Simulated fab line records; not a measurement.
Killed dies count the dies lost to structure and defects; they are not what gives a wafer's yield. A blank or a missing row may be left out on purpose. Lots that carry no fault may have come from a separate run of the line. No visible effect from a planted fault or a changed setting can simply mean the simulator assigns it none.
A struck lot beside a sound one -- flow n5Finfet -- 15 out of 1938 route steps
Sound: wafers L800.1, L800.2, L800.3. Struck: wafers L794.2, L794.3, L794.6. Last of all comes the cause.
Order at every step that has rows: each side's tool, ch and its chambers, its first start. Under that, the readings that differ: sound wafers -- struck wafers -- difference of the means -- sigmas: that difference in standard deviations of wafers without a fault.
alike: a reading whose means differ by less than 2 such deviations, as well as words and numbers matching on both sides. not compared: withheld readings; readings where some wafer has no value; bounds like >300 that might hide an equal value; numbers whose values overlap and for which the record gives no deviation.
A row with sigmas, a row that says differs or no value, or rows on one side alone: a step with any of these is where the two part. Numbers that have no deviation but don't overlap get no sigmas and don't part them. A reading that every wafer of one side lacks parts them only if that side has two wafers or more.

N5_BEOL_M2_OVL_MEAS_29:
  sound on overlay-02 ch 0, day 10 09:03; struck on overlay-01 ch 0, day 8 18:46
  alike: V1_OVL
N5_BEOL_M2_INSPECT_30: inspects for defects (brightfield).
  sound on defectInspect-01, day 10 09:07; struck on defectInspect-01, day 8 18:50
  alike: rawDefectCount
N5_BEOL_M2_DESCUM_33: chemistry O2, time 7 s.
  sound on rieDiel-06 ch 0,1,2, day 10 09:09; struck on rieDiel-05 ch 0,2,3, day 8 18:52
reading,sound,struck,difference,sigmas
oesProductAu (a.u.),0.69 0.67 0.69,0.71 0.82 0.85,+0.11,+2
  alike: drypumpMotorCurrentA, rfVppV, showerheadPlenumPTorr, throttleValvePct
  not compared: rfHoursCounterH
N5_BEOL_M2_ETCH_77: etches underlayer in N2/H2, target depth 6.5 nm, time 5.2 s.
  sound on rieDiel-06 ch 0,1,2, day 10 09:11; struck on rieDiel-05 ch 0,2,3, day 8 18:54
reading,sound,struck,difference,sigmas
oesProductAu (a.u.),0.59 0.56 0.59,0.60 0.71 0.72,+0.10,+2
  alike: drypumpMotorCurrentA, etchRfOnTimeS, h2FlowSccm, rfVppV, showerheadPlenumPTorr, throttleValvePct
  not compared: rfHoursCounterH
then, 2 steps without rows for these wafers: N5_BEOL_M2_ETCH_69 (etches SiARC in CF4, target depth 15.6 nm, time 26 s); N5_BEOL_M2_ALD_98 (deposits SiO2, target thk 2.5 nm, pulse time 1 s, co reactant pulse time 1 s).
N5_BEOL_M2_ETCHBACK_99: etches SiO2 in CHF3, target depth 5 nm, time 10.4 s.
  sound on rieDiel-02 ch 0,1,2, day 11 03:52; struck on rieDiel-02 ch 0,1,2, day 8 22:30
  alike: drypumpMotorCurrentA, oesProductAu, rfVppV, showerheadPlenumPTorr, throttleValvePct
  not compared: rfHoursCounterH
N5_BEOL_M2_ETCH_70: etches SOC in N2/H2, target depth 80 nm, overetch 24 nm, time 130 s.
  sound on rieDiel-02 ch 0,1,2, day 11 03:54; struck on rieDiel-02 ch 0,1,2, day 8 22:32
  alike: drypumpMotorCurrentA, h2FlowSccm, oesProductAu, rfVppV, showerheadPlenumPTorr, throttleValvePct
  not compared: rfHoursCounterH
then, 2 steps without rows for these wafers: N5_BEOL_M2_STRIP_71 (strips in N2/H2); N5_BEOL_M2_STRIP_78 (strips in N2/H2).
N5_BEOL_M2_VIA_ETCH_34: etches the open film in C4F6/O2, target depth 69.4 nm, time 65.9 s.
  sound on rieDiel-02 ch 0,1,2, day 11 04:01; struck on rieDiel-02 ch 0,1,2, day 8 22:38
  alike: drypumpMotorCurrentA, oesProductAu, rfVppV, showerheadPlenumPTorr, throttleValvePct
  not compared: rfHoursCounterH
then, 1 step without rows for these wafers: N5_BEOL_M2_STRIP_83 (strips in C4F6/O2).
N5_BEOL_M2_STRIP_36: strips in N2/H2.
  sound on rieDiel-02 ch 0,1,2, day 11 04:04; struck on rieDiel-02 ch 0,1,2, day 8 22:42
reading,sound,struck,difference,sigmas
chamberPressureMTorr (mTorr),20.021 19.977 20.027,26.032 25.991 26.020,+6.006,+99 or more
  alike: drypumpMotorCurrentA, h2FlowSccm, oesProductAu, rfVppV, showerheadPlenumPTorr, throttleValvePct
  not compared: rfHoursCounterH
then, 1 step without rows for these wafers: N5_BEOL_M2_TRENCH_ETCH_37 (etches SiOC in C4F6/O2, target depth 55.555 nm, time 29.2 s).
-- record jumps: 2 days separate the struck wafers' starts on either side; left off in module BEOL_M2, taken up again in module BEOL_M4, whose first shown step is the route's number 1111 --
N5_BEOL_M4_RC_MEAS_101:
  sound on prober-01 ch 0, day 12 22:23; struck on prober-02 ch 0, day 11 02:38
  alike: DIBL_N, DIBL_P, IOFF_N, IOFF_P, ION_N, ION_P, SS_N, SS_P, VT_N, VT_P

## WHERE THEY PART
Earliest at N5_BEOL_M2_DESCUM_33; latest, in this record, at N5_BEOL_M2_STRIP_36. Later steps at which nothing parts them and some readings are alike: N5_BEOL_M4_RC_MEAS_101.

WHY: whatever the simulator had introduced
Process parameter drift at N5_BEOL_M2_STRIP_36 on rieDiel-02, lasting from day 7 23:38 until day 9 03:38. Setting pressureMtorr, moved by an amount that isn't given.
